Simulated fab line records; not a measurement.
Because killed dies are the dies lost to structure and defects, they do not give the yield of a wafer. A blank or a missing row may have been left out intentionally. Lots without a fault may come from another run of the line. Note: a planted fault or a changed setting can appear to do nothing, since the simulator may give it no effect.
fab line records	flow n5Finfet
[record] lots = 24	wafers = 72	lastDay = 17
route steps=1938 shown HKMG_FIN@398 GATE_CUT@516 MOL_CONTACT_COAG@554
lots with no fault: from the same line, run without faults
startH: hours from the record's first day to the start of the lot's first wafer shown	waitH: hours elapsed since this lot's preceding step	" the same as in the row above	L1.1+2: one row covering several wafers at once	- value missing, or start not given	* or withheld: withheld	< > ~ a bound
route shown NAME@n: names a module that has steps shown in the file, with the first one's number in the route	usual: mean/standard deviation taken from wafers without a fault	same: alike in all rows	chamber/n: place in a boat	sites: readings site by site	_std_site: standard deviation across them	_edge_site: mean of outer sites minus mean of inner sites	radiusMm: for every site, how far away it sits from the centre of the wafer	mask NAME#n: copy n	behind: the tool/chamber that last shaped the wafer	hold: reason for holding the lot/hours on hold/outcome of the hold	device: whichever transistor did not switch (one of n, p or np)	end of line: the same wafers' tests at the end of the route	step lacking rows: just its recipe	killed: dies lost to structure and defects at the first sort, not the wafer's yield	map: a wafer's dies, marking killed ones x, the rest . and places with no die _
set.NAME: the setting that was run; set.NAME@STEP: the one run at that earlier step	model.NAME: the simulator's own value behind a step, which no gauge read
a sample of lots followed through the steps of the route, with each step as a table and each wafer as a row
services: from which hour (startH, from the record's first day; less than 0 if before it) a tool's chamber was out of use, for how many hours, and why
[[steps]]
[step N5_HKMG_FIN_CD_MEAS_49]
[recipe] targetCdNm = 202	landingEnergyEv = 500	detector = seInlens	polarity = opening
[usual] cdNm = 201.9/0.77
lot.wafer	tool	chamber	startH	waitH	cdNm
L074.1	cdSem-01	0	73.07	-	200.8
L074.3	"	0	"	"	203.3
L074.6	"	0	"	"	201.7
L075.1	cdSem-01	0	83.60	-	201.0
L075.3	"	0	"	"	201.9
L075.6	"	0	"	"	201.1
L076.1	cdSem-02	0	83.66	-	202.1
L076.4	"	0	"	"	202.2
L076.6	"	0	"	"	201.7
L077.2	cdSem-03	0	91.36	-	200.8
L077.3	"	0	"	"	201.7
L077.5	"	0	"	"	202.1
L078.1	cdSem-01	0	97.18	-	201.7
L078.2	"	0	"	"	201.2
L078.5	"	0	"	"	201.9
L079.2	cdSem-02	0	104.63	-	202.6
L079.4	"	0	"	"	201.6
L079.6	"	0	"	"	201.4
L080.1	cdSem-02	0	108.39	-	201.5
L080.4	"	0	"	"	201.5
L080.5	"	0	"	"	201.9
L081.3	cdSem-01	0	115.25	-	201.8
L081.5	"	0	"	"	201.2
L081.6	"	0	"	"	201.6
L082.1	cdSem-01	0	121.89	-	203.4
L082.2	"	0	"	"	203.5
L082.5	"	0	"	"	202.5
L083.2	cdSem-03	0	126.73	-	202.6
L083.3	"	0	"	"	202.1
L083.4	"	0	"	"	201.2
L084.1	cdSem-02	0	133.52	-	201.4
L084.2	"	0	"	"	200.1
L084.3	"	0	"	"	201.9
L085.1	cdSem-02	0	140.72	-	200.9
L085.2	"	0	"	"	201.3
L085.3	"	0	"	"	201.0
L086.1	cdSem-01	0	144.37	-	201.7
L086.2	"	0	"	"	201.5
L086.4	"	0	"	"	201.7
L087.1	cdSem-01	0	151.88	-	203.1
L087.5	"	0	"	"	203.3
L087.6	"	0	"	"	203.2
L088.2	cdSem-03	0	157.05	-	201.6
L088.3	"	0	"	"	201.7
L088.5	"	0	"	"	202.2
L089.2	cdSem-03	0	165.17	-	200.2
L089.5	"	0	"	"	200.6
L089.6	"	0	"	"	201.7
L090.1	cdSem-01	0	168.12	-	202.2
L090.3	"	0	"	"	202.6
L090.4	"	0	"	"	202.3
L091.1	cdSem-03	0	172.97	-	200.2
L091.2	"	0	"	"	201.2
L091.6	"	0	"	"	202.1
L092.1	cdSem-03	0	181.11	-	202.0
L092.2	"	0	"	"	201.9
L092.4	"	0	"	"	201.7
L093.2	cdSem-01	0	184.06	-	202.7
L093.5	"	0	"	"	202.2
L093.6	"	0	"	"	202.5
L094.3	cdSem-03	0	196.20	-	201.0
L094.4	"	0	"	"	201.3
L094.5	"	0	"	"	202.2
L095.1	cdSem-01	0	197.71	-	203.0
L095.2	"	0	"	"	203.0
L095.6	"	0	"	"	202.3
L096.1	cdSem-01	0	205.17	-	203.0
L096.2	"	0	"	"	202.7
L096.5	"	0	"	"	202.4
L097.1	cdSem-02	0	208.97	-	202.3
L097.2	"	0	"	"	200.5
L097.5	"	0	"	"	200.9
[step N5_HKMG_FIN_ETCH_58]
[recipe] chemistry = N2/H2	target = SOC	targetDepthA = 2158	ionEnergyEv = 50	biasW = 13	timeS = 741	pressureMtorr = 30	sourceW = 875	n2FlowSccm = 200	h2FlowSccm = 200
[usual] drypumpMotorCurrentA = 5.7/0.42	oesProductAu = 0.79/0.093	rfVppV = 99.0/0.97	showerheadPlenumPTorr = 2.51/0.074	throttleValvePct = 17.75/0.21
lot.wafer	tool	chamber	startH	waitH	drypumpMotorCurrentA	oesProductAu	rfHoursCounterH	rfVppV	showerheadPlenumPTorr	throttleValvePct
L074.1	rieDiel-03	2	73.46	0.0	6.2	0.79	129	97.9	2.46	17.87
L074.3	"	1	"	"	5.3	0.69	234	99.5	2.62	18.20
L074.6	"	1	"	"	5.3	0.68	-	96.6	2.62	18.20
L075.1	rieDiel-03	0	83.99	0.0	6.1	0.86	66	98.7	2.46	17.59
L075.3	"	2	"	"	6.2	0.79	133	99.3	2.46	17.90
L075.6	"	2	"	"	6.2	0.79	-	97.8	2.46	17.89
L076.1	rieDiel-06	3	84.05	0.0	6.4	0.74	166	98.6	2.42	17.64
L076.4	"	0	"	"	5.1	0.72	197	101.2	2.63	17.95
L076.6	"	2	"	"	5.6	0.68	-	98.1	2.41	17.79
L077.2	rieDiel-03	1	91.76	0.0	5.3	0.68	241	98.0	2.61	18.22
L077.3	"	2	"	"	6.2	0.79	135	98.6	2.46	17.91
L077.5	"	2	"	"	6.2	0.79	-	98.6	2.46	17.90
L078.1	rieDiel-05	3	97.79	0.0	5.2	0.69	239	98.4	2.50	18.17
L078.2	"	2	"	"	5.6	0.76	161	98.9	2.64	17.42
L078.5	"	0	"	"	5.7	0.74	-	98.2	2.53	17.75
L079.2	rieDiel-03	2	105.02	0.0	6.2	0.78	140	98.1	2.46	17.91
L079.4	"	1	"	"	5.3	0.68	245	98.7	2.61	18.21
L079.6	"	0	"	"	6.1	0.85	-	100.4	2.46	17.61
L080.1	rieDiel-06	2	108.78	0.0	5.6	0.68	231	98.4	2.41	17.81
L080.4	"	0	"	"	5.1	0.71	207	100.6	2.62	17.96
L080.5	"	2	"	"	5.6	0.67	-	97.0	2.41	17.81
L081.3	rieDiel-06	1	116.27	0.0	5.4	0.80	112	98.8	2.55	17.35
L081.5	"	2	"	"	5.6	0.68	-	98.5	2.41	17.82
L081.6	"	3	"	"	6.4	0.74	-	99.7	2.42	17.66
L082.1	rieDiel-03	0	122.28	0.0	6.1	0.85	80	99.5	2.46	17.62
L082.2	"	3	"	"	5.6	0.93	17	99.9	2.49	17.63
L082.5	"	2	"	"	6.2	0.77	-	99.2	2.45	17.92
L083.2	rieDiel-05	0	127.12	0.0	5.7	0.74	176	99.3	2.53	17.78
L083.3	"	3	"	"	5.2	0.68	250	99.5	2.50	18.19
L083.4	"	2	"	"	5.7	0.77	171	97.3	2.63	17.43
L084.1	rieDiel-03	2	134.70	0.0	6.2	0.77	152	98.5	2.45	17.92
L084.2	"	3	"	"	5.6	0.92	23	99.1	2.49	17.65
L084.3	"	0	"	"	6.1	0.84	86	98.6	2.46	17.64
L085.1	rieDiel-06	2	141.11	0.0	5.6	0.67	244	99.0	2.41	17.84
L085.2	"	0	"	"	5.0	0.70	219	100.9	2.62	17.98
L085.3	"	3	"	"	6.5	0.73	182	99.5	2.42	17.67
L086.1	rieDiel-06	3	144.76	0.0	6.4	0.73	183	98.3	2.42	17.67
L086.2	"	1	"	"	5.4	0.79	123	98.0	2.54	17.37
L086.4	"	2	"	"	5.6	0.66	245	99.7	2.40	17.85
L087.1	rieDiel-05	2	152.30	0.0	5.7	0.75	181	99.5	2.63	17.45
L087.5	"	2	"	"	5.7	0.75	-	100.4	2.63	17.45
L087.6	"	3	"	"	5.2	0.97	-	98.4	2.49	17.80
L088.2	rieDiel-03	0	157.44	0.0	6.1	0.83	95	98.9	2.45	17.65
L088.3	"	3	"	"	5.6	0.89	33	98.8	2.49	17.66
L088.5	"	2	"	"	6.2	0.76	-	99.7	2.45	17.94
L089.2	rieDiel-05	2	165.55	0.0	5.6	0.75	186	101.3	2.63	17.46
L089.5	"	3	"	"	5.2	0.96	-	97.4	2.49	17.80
L089.6	"	2	"	"	5.7	0.76	-	99.1	2.63	17.45
L090.1	rieDiel-05	3	168.59	0.0	5.2	0.96	10	98.8	2.49	17.79
L090.3	"	1	"	"	5.2	0.74	183	99.0	2.53	17.88
L090.4	"	0	"	"	5.7	0.73	190	100.9	2.52	17.79
L091.1	rieDiel-03	3	173.36	0.0	5.6	0.88	39	98.4	2.48	17.66
L091.2	"	2	"	"	6.2	0.76	168	98.4	2.44	17.97
L091.6	"	3	"	"	5.6	0.88	-	99.5	2.48	17.67
L092.1	rieDiel-03	0	181.50	0.0	6.1	0.82	104	98.9	2.45	17.66
L092.2	"	2	"	"	6.2	0.75	171	98.3	2.44	17.98
L092.4	"	1	"	"	5.3	0.99	9	100.2	2.61	17.81
L093.2	rieDiel-03	0	184.65	0.0	6.1	0.82	105	99.0	2.45	17.67
L093.5	"	2	"	"	6.2	0.75	-	98.3	2.44	17.95
L093.6	"	1	"	"	5.3	0.98	-	98.1	2.60	17.83
L094.3	rieDiel-06	3	196.58	0.0	6.4	0.71	207	98.8	2.41	17.71
L094.4	"	0	"	"	5.0	0.67	243	100.1	2.61	18.00
L094.5	"	1	"	"	5.4	0.76	-	98.9	2.53	17.38
L095.1	rieDiel-05	3	198.13	0.0	5.2	0.92	22	96.7	2.49	17.83
L095.2	"	2	"	"	5.6	0.75	192	100.2	2.62	17.46
L095.6	"	3	"	"	5.2	0.91	-	100.4	2.49	17.84
L096.1	rieDiel-06	0	205.56	0.0	5.0	0.69	246	98.5	2.60	18.04
L096.2	"	3	"	"	6.5	0.71	210	100.1	2.41	17.73
L096.5	"	3	"	"	6.5	0.71	-	98.3	2.41	17.73
L097.1	rieDiel-03	3	209.47	0.0	5.6	0.86	53	100.2	2.48	17.66
L097.2	"	1	"	"	5.3	0.94	20	100.9	2.60	17.84
L097.5	"	2	"	"	6.2	0.74	-	99.0	2.44	17.97
[step N5_HKMG_FIN_STRIP_60]
[recipe] chemistry = N2/H2	powerW = 2500	tempC = 300	h2Frac = 0.65	timeS = 360	pressureMtorr = withheld	n2FlowSccm = 1750	h2FlowSccm = 3250
[usual] drypumpMotorCurrentA = 5.39/0.17	heaterPowerW = 480/48
lot.wafer	tool	chamber	startH	waitH	drypumpMotorCurrentA	heaterPowerW	rfHoursCounterH
L074.1	plasmaAsher-02	1	74.04	0.0	5.33	399	86
L074.3	"	0	"	"	5.52	519	-
L074.6	"	0	"	"	5.53	530	-
L075.1	plasmaAsher-02	1	84.57	0.0	5.30	414	88
L075.3	"	1	"	"	5.31	412	-
L075.6	"	0	"	"	5.51	524	-
L076.1	plasmaAsher-01	0	84.62	0.0	5.16	461	37
L076.4	"	1	"	"	5.60	529	-
L076.6	"	0	"	"	5.16	460	-
L077.2	plasmaAsher-02	1	92.34	0.0	5.32	411	89
L077.3	"	1	"	"	5.32	406	-
L077.5	"	0	"	"	5.52	519	-
L078.1	plasmaAsher-01	0	98.38	0.0	5.19	449	41
L078.2	"	1	"	"	5.59	511	41
L078.5	"	1	"	"	5.60	521	-
L079.2	plasmaAsher-02	0	105.60	0.0	5.52	525	92
L079.4	"	0	"	"	5.50	519	-
L079.6	"	1	"	"	5.33	414	-
L080.1	plasmaAsher-01	0	109.36	0.0	5.14	456	42
L080.4	"	0	"	"	5.16	453	-
L080.5	"	0	"	"	5.15	461	-
L081.3	plasmaAsher-02	1	116.96	0.1	5.29	412	-
L081.5	"	0	"	"	5.53	520	-
L081.6	"	1	"	"	5.33	407	-
L082.1	plasmaAsher-01	1	122.85	0.0	5.57	510	45
L082.2	"	0	"	"	5.17	449	45
L082.5	"	1	"	"	5.59	528	-
L083.2	plasmaAsher-01	1	127.70	0.0	5.57	512	46
L083.3	"	0	"	"	5.18	447	-
L083.4	"	1	"	"	5.58	520	-
L084.1	plasmaAsher-02	1	135.27	0.0	5.30	413	97
L084.2	"	0	"	"	5.55	535	97
L084.3	"	1	"	"	5.30	421	-
L085.1	plasmaAsher-02	0	141.68	0.0	5.51	523	98
L085.2	"	1	"	"	5.29	420	98
L085.3	"	1	"	"	5.32	414	-
L086.1	plasmaAsher-02	0	145.34	0.0	5.52	516	99
L086.2	"	1	"	"	5.28	419	99
L086.4	"	0	"	"	5.51	523	-
L087.1	plasmaAsher-02	1	152.87	0.0	5.29	411	101
L087.5	"	0	"	"	5.53	533	-
L087.6	"	1	"	"	5.30	415	-
L088.2	plasmaAsher-02	0	158.02	0.0	5.52	524	102
L088.3	"	0	"	"	5.54	522	-
L088.5	"	1	"	"	5.31	420	-
L089.2	plasmaAsher-01	1	166.13	0.0	5.58	553	55
L089.5	"	0	"	"	5.16	453	-
L089.6	"	1	"	"	5.59	521	-
L090.1	plasmaAsher-01	1	169.17	0.0	5.59	527	56
L090.3	"	1	"	"	5.59	530	-
L090.4	"	0	"	"	5.19	452	-
L091.1	plasmaAsher-01	1	173.94	0.0	5.60	528	57
L091.2	"	0	"	"	5.18	467	57
L091.6	"	0	"	"	5.18	458	-
L092.1	plasmaAsher-01	0	182.08	0.0	5.20	448	59
L092.2	"	1	"	"	5.58	539	59
L092.4	"	0	"	"	5.19	444	-
L093.2	plasmaAsher-02	1	185.22	0.0	5.25	405	107
L093.5	"	0	"	"	5.52	522	-
L093.6	"	1	"	"	5.27	413	-
L094.3	plasmaAsher-01	1	197.28	0.1	5.59	526	-
L094.4	"	0	"	"	5.18	464	-
L094.5	"	0	"	"	5.17	456	-
L095.1	plasmaAsher-01	1	198.70	0.0	5.57	530	62
L095.2	"	0	"	"	5.18	469	62
L095.6	"	0	"	"	5.18	445	-
L096.1	plasmaAsher-01	0	206.14	0.0	5.16	458	66
L096.2	"	1	"	"	5.60	530	66
L096.5	"	1	"	"	5.58	517	-
L097.1	plasmaAsher-01	1	210.05	0.0	5.57	529	67
L097.2	"	0	"	"	5.17	456	67
L097.5	"	0	"	"	5.20	448	-
[step N5_HKMG_FIN_STRIP_88]
[recipe] chemistry = N2/H2	powerW = 2500	tempC = 300	h2Frac = 0.65	timeS = 360	pressureMtorr = withheld	n2FlowSccm = 1750	h2FlowSccm = 3250
[usual] drypumpMotorCurrentA = 5.39/0.18	heaterPowerW = 480/47
lot.wafer	tool	chamber	startH	waitH	drypumpMotorCurrentA	heaterPowerW	rfHoursCounterH
L074.1	plasmaAsher-01	0	78.21	0.0	5.18	451	36
L074.3	"	1	"	"	5.58	518	-
L074.6	"	0	"	"	5.19	465	-
L075.1	plasmaAsher-01	1	88.66	0.0	5.57	531	39
L075.3	"	0	"	"	5.18	446	-
L075.6	"	1	"	"	5.56	518	-
L076.1	plasmaAsher-01	0	89.02	0.0	5.17	452	39
L076.4	"	1	"	"	5.57	531	-
L076.6	"	1	"	"	5.60	532	-
L077.2	plasmaAsher-02	0	96.48	0.0	5.54	532	89
L077.3	"	0	"	"	5.52	538	-
L077.5	"	1	"	"	5.30	409	-
L078.1	plasmaAsher-02	0	102.90	0.0	5.52	520	91
L078.2	"	1	"	"	5.32	406	91
L078.5	"	0	"	"	5.52	511	-
L079.2	plasmaAsher-01	1	109.73	0.0	5.60	513	43
L079.4	"	1	"	"	5.59	521	-
L079.6	"	0	"	"	5.15	445	-
L080.1	plasmaAsher-02	1	113.61	0.0	5.31	415	93
L080.4	"	0	"	"	5.53	517	-
L080.5	"	0	"	"	5.54	526	-
L081.3	plasmaAsher-02	0	121.51	0.1	5.51	523	-
L081.5	"	1	"	"	5.29	415	-
L081.6	"	0	"	"	5.53	530	-
L082.1	plasmaAsher-01	0	126.79	0.0	5.15	445	46
L082.2	"	1	"	"	5.58	533	46
L082.5	"	0	"	"	5.13	442	-
L083.2	plasmaAsher-01	1	131.76	0.0	5.59	521	47
L083.3	"	1	"	"	5.57	526	-
L083.4	"	0	"	"	5.19	458	-
L084.1	plasmaAsher-01	1	139.35	0.0	5.59	519	49
L084.2	"	0	"	"	5.16	438	49
L084.3	"	0	"	"	5.16	453	-
L085.1	plasmaAsher-02	0	145.92	0.0	5.53	525	100
L085.2	"	1	"	"	5.34	415	100
L085.3	"	1	"	"	5.34	420	-
L086.1	plasmaAsher-01	1	149.67	0.0	5.60	538	52
L086.2	"	0	"	"	5.16	435	52
L086.4	"	0	"	"	5.17	448	-
L087.1	plasmaAsher-02	1	157.14	0.0	5.34	406	102
L087.5	"	1	"	"	5.30	419	-
L087.6	"	0	"	"	5.53	533	-
L088.2	plasmaAsher-01	1	162.31	0.0	5.59	537	54
L088.3	"	0	"	"	5.18	451	-
L088.5	"	1	"	"	5.60	534	-
L089.2	plasmaAsher-01	0	170.55	0.0	5.18	450	56
L089.5	"	0	"	"	5.19	452	-
L089.6	"	1	"	"	5.60	527	-
L090.1	plasmaAsher-02	1	173.47	0.0	5.32	397	105
L090.3	"	0	"	"	5.52	514	-
L090.4	"	1	"	"	5.31	416	-
L091.1	plasmaAsher-01	0	178.16	0.0	5.16	449	58
L091.2	"	1	"	"	5.60	523	58
L091.6	"	1	"	"	5.59	530	-
L092.1	plasmaAsher-01	0	186.18	0.0	5.16	443	60
L092.2	"	1	"	"	5.57	520	60
L092.4	"	1	"	"	5.59	531	-
L093.2	plasmaAsher-01	1	189.56	0.0	5.59	516	60
L093.5	"	1	"	"	5.58	518	-
L093.6	"	0	"	"	5.16	455	-
L094.3	plasmaAsher-01	0	201.67	0.1	5.17	455	-
L094.4	"	1	"	"	5.59	536	-
L094.5	"	0	"	"	5.17	443	-
L095.1	plasmaAsher-01	0	202.95	0.0	5.17	447	64
L095.2	"	1	"	"	5.59	514	64
L095.6	"	0	"	"	5.15	451	-
L096.1	plasmaAsher-02	1	210.23	0.0	5.30	412	109
L096.2	"	0	"	"	5.51	532	109
L096.5	"	1	"	"	5.29	399	-
L097.1	plasmaAsher-02	0	214.31	0.0	5.52	534	110
L097.2	"	1	"	"	5.31	416	110
L097.5	"	0	"	"	5.52	539	-
[step N5_GATE_CUT_INSPECT_26]
[recipe] inspectInstrument = darkfield	mode = postCmp
[usual] rawDefectCount = 37/14
lot.wafer	tool	chamber	startH	waitH	rawDefectCount
L074.1	defectInspect-02	-	88.53	0.0	25
L074.3	"	-	"	"	27
L074.6	"	-	"	"	26
L075.1	defectInspect-02	-	100.70	0.0	36
L075.3	"	-	"	"	38
L075.6	"	-	"	"	43
L076.1	defectInspect-02	-	100.79	0.0	23
L076.4	"	-	"	"	29
L076.6	"	-	"	"	36
L077.2	defectInspect-01	-	107.61	0.0	32
L077.3	"	-	"	"	42
L077.5	"	-	"	"	26
L078.1	defectInspect-01	-	113.40	0.0	42
L078.2	"	-	"	"	32
L078.5	"	-	"	"	42
L079.2	defectInspect-02	-	120.89	0.0	56
L079.4	"	-	"	"	38
L079.6	"	-	"	"	34
L080.1	defectInspect-01	-	124.92	0.0	26
L080.4	"	-	"	"	35
L080.5	"	-	"	"	42
L081.3	defectInspect-01	-	131.91	0.0	45
L081.5	"	-	"	"	37
L081.6	"	-	"	"	38
L082.1	defectInspect-01	-	136.79	0.0	25
L082.2	"	-	"	"	21
L082.5	"	-	"	"	12
L083.2	defectInspect-02	-	142.39	0.7	15
L083.3	"	-	"	"	34
L083.4	"	-	"	"	40
L084.1	defectInspect-01	-	149.90	0.0	23
L084.2	"	-	"	"	34
L084.3	"	-	"	"	36
L085.1	defectInspect-02	-	156.82	0.0	58
L085.2	"	-	"	"	21
L085.3	"	-	"	"	39
L086.1	defectInspect-02	-	160.31	0.0	43
L086.2	"	-	"	"	25
L086.4	"	-	"	"	40
L087.1	defectInspect-02	-	167.42	0.0	32
L087.5	"	-	"	"	38
L087.6	"	-	"	"	40
L088.2	defectInspect-01	-	172.88	0.0	12
L088.3	"	-	"	"	29
L088.5	"	-	"	"	43
L089.2	defectInspect-02	-	180.97	0.0	36
L089.5	"	-	"	"	28
L089.6	"	-	"	"	46
L090.1	defectInspect-01	-	183.57	0.0	56
L090.3	"	-	"	"	61
L090.4	"	-	"	"	45
L091.1	defectInspect-01	-	189.32	0.0	39
L091.2	"	-	"	"	38
L091.6	"	-	"	"	41
L092.1	defectInspect-02	-	196.83	0.0	18
L092.2	"	-	"	"	23
L092.4	"	-	"	"	21
L093.2	defectInspect-02	-	199.70	0.0	22
L093.5	"	-	"	"	40
L093.6	"	-	"	"	13
L094.3	defectInspect-01	-	212.05	0.0	53
L094.4	"	-	"	"	26
L094.5	"	-	"	"	33
L095.1	defectInspect-02	-	213.09	0.0	48
L095.2	"	-	"	"	70
L095.6	"	-	"	"	34
L096.1	defectInspect-02	-	221.43	0.0	34
L096.2	"	-	"	"	43
L096.5	"	-	"	"	18
L097.1	defectInspect-01	-	225.43	0.0	53
L097.2	"	-	"	"	29
L097.5	"	-	"	"	47
[step N5_MOL_CONTACT_COAG_CMP_23]
[recipe] stopOn = SiO2	tOverpolishS = 1.5	postCmpClean = cuAlkaline	downForcePsi = 2	platenRpm = 50.289	padVelocityMS = 1.0006	targetThkNm = 0
[usual] motorCurrentA = 8.1/0.78	overpolishRunS = 1.500/0.0095	slurryFlowMlMin = 150.0/0.43	timeToEndpointS = 9.6/2.1
[same] tOverpolishS = 1.5
lot.wafer	tool	chamber	startH	waitH	motorCurrentA	overpolishRunS	slurryFlowMlMin	timeToEndpointS
L074.3	cmp-02	3	97.15	0.1	7.6	1.507	150.3	8.9
L074.1	"	1	"	"	8.6	1.505	149.6	9.2
L074.6	"	3	"	"	7.8	1.485	150.5	6.7
L075.3	cmp-02	2	105.95	0.1	7.8	1.507	150.3	12.1
L075.1	"	3	"	"	7.2	1.490	149.5	9.2
L075.6	"	1	"	"	8.4	1.493	149.7	12.2
L076.4	cmp-02	1	106.13	0.2	7.8	1.515	149.9	7.7
L076.1	"	0	"	"	8.7	1.501	149.8	8.2
L076.6	"	2	"	"	7.3	1.502	149.7	8.8
L077.2	cmp-02	2	113.17	0.1	7.4	1.505	149.8	7.8
L077.3	"	0	"	"	9.0	1.502	150.5	7.8
L077.5	"	2	"	"	7.6	1.496	150.2	9.6
L078.2	cmp-04	0	119.17	0.1	8.0	1.487	150.1	8.6
L078.1	"	1	"	"	8.3	1.491	150.2	8.9
L078.5	"	2	"	"	7.5	1.488	149.7	9.5
L079.4	cmp-04	3	126.94	0.1	9.8	1.485	150.1	12.6
L079.2	"	1	"	"	8.0	1.491	149.6	8.8
L079.6	"	3	"	"	9.3	1.504	150.5	11.1
L080.1	cmp-01	1	132.61	0.0	7.5	1.509	150.3	10.1
L080.4	"	2	"	"	6.9	1.490	149.6	5.2
L080.5	"	2	"	"	6.9	1.499	150.4	3.6
L081.3	cmp-02	0	139.86	0.0	8.7	1.512	149.6	8.2
L081.5	"	0	"	"	8.2	1.503	149.8	10.9
L081.6	"	1	"	"	8.5	1.496	150.0	12.0
L082.2	cmp-02	0	142.86	0.1	8.6	1.483	150.5	8.4
L082.1	"	3	"	"	7.5	1.517	150.6	6.9
L082.5	"	0	"	"	8.5	1.506	150.6	6.6
L083.3	cmp-01	0	148.23	0.0	8.1	1.473	149.9	11.1
L083.4	"	1	"	"	7.7	1.504	150.1	9.7
L083.2	"	3	"	"	9.7	1.526	149.4	11.6
L084.3	cmp-02	1	155.69	0.2	8.7	1.480	150.0	11.8
L084.2	"	2	"	"	7.5	1.497	149.8	10.6
L084.1	"	3	"	"	7.8	1.499	150.5	9.3
L085.3	cmp-01	0	163.30	0.0	7.9	1.512	149.2	9.3
L085.1	"	2	"	"	7.3	1.489	150.0	8.5
L085.2	"	3	"	"	10.5	1.495	149.2	12.0
L086.2	cmp-04	2	166.71	0.1	7.4	1.501	150.5	12.8
L086.1	"	3	"	"	9.2	1.509	150.5	9.7
L086.4	"	0	"	"	8.1	1.504	149.6	8.2
L087.1	cmp-01	3	174.30	0.1	9.4	1.483	149.3	11.3
L087.6	"	1	"	"	7.9	1.485	150.3	11.4
L087.5	"	2	"	"	7.4	1.511	150.2	5.5
L088.3	cmp-01	1	179.50	0.1	7.6	1.522	149.4	11.0
L088.2	"	2	"	"	7.4	1.504	150.2	7.6
L088.5	"	1	"	"	8.0	1.503	150.0	14.1
L089.2	cmp-04	1	186.17	0.1	8.0	1.484	150.1	3.8
L089.5	"	2	"	"	7.4	1.502	149.6	10.0
L089.6	"	3	"	"	10.4	1.484	149.8	7.9
L090.4	cmp-02	3	188.71	0.1	7.5	1.496	149.4	9.5
L090.1	"	0	"	"	8.6	1.508	149.7	10.3
L090.3	"	1	"	"	8.1	1.504	149.3	12.0
L091.1	cmp-04	2	195.56	0.1	6.9	1.510	150.0	10.4
L091.2	"	3	"	"	10.1	1.495	150.1	12.5
L091.6	"	2	"	"	7.2	1.484	149.7	11.4
L092.1	cmp-04	2	205.76	0.0	7.6	1.498	150.6	10.8
L092.4	"	3	"	"	8.9	1.499	150.5	12.1
L092.2	"	1	"	"	8.2	1.501	150.3	11.6
L093.2	cmp-04	3	206.59	0.1	9.8	1.493	150.5	7.6
L093.5	"	0	"	"	8.2	1.490	149.8	8.7
L093.6	"	1	"	"	8.3	1.495	150.0	9.7
L094.4	cmp-02	0	218.72	0.0	8.5	1.508	149.6	7.9
L094.3	"	3	"	"	7.4	1.502	150.0	10.2
L094.5	"	1	"	"	8.7	1.488	149.5	9.1
L095.1	cmp-02	1	220.78	0.0	8.7	1.502	149.9	11.2
L095.2	"	2	"	"	7.5	1.498	149.1	10.0
L095.6	"	2	"	"	7.3	1.500	149.7	9.9
L096.1	cmp-04	1	227.38	0.1	7.5	1.506	149.5	9.4
L096.2	"	2	"	"	7.2	1.500	149.8	10.0
L096.5	"	1	"	"	8.2	1.502	150.3	9.8
L097.1	cmp-01	1	231.76	0.1	7.4	1.512	150.6	14.4
L097.2	"	2	"	"	7.4	1.497	150.7	7.9
L097.5	"	0	"	"	8.0	1.486	149.1	11.2
[[services]]
tool	chamber	startH	hours	kind
rieDiel-03	3	60.97	-	clean
rieDiel-03	3	60.97	-	consumableReplace:focusRing
rieDiel-03	3	60.97	14.1	scheduledDown
cmp-02	-	61.79	6.2	pm
plasmaAsher-02	-	85.76	3.6	repair
cmp-01	-	90.69	0.4	repair
rieDiel-06	3	94.68	12.9	repair
cmp-04	-	103.78	12.7	repair
cmp-02	-	116.60	4.0	pm
cmp-02	-	136.64	2.2	repair
cmp-04	-	146.70	6.9	pm
cmp-01	-	153.65	4.2	pm
cmp-01	-	157.95	2.1	repair
rieDiel-05	2	169.34	16.3	repair
rieDiel-05	0	170.33	5.8	repair
cmp-01	-	189.59	0.3	repair
cmp-01	-	193.67	4.0	pm
plasmaAsher-02	-	195.77	10.0	pm
cmp-04	-	206.70	4.0	pm
cmp-02	-	208.01	1.8	repair
cmp-04	-	217.95	6.5	repair
cmp-01	-	218.47	1.5	repair
plasmaAsher-01	-	218.64	0.6	repair
rieDiel-03	0	223.19	7.0	repair
[[key]]
fault none
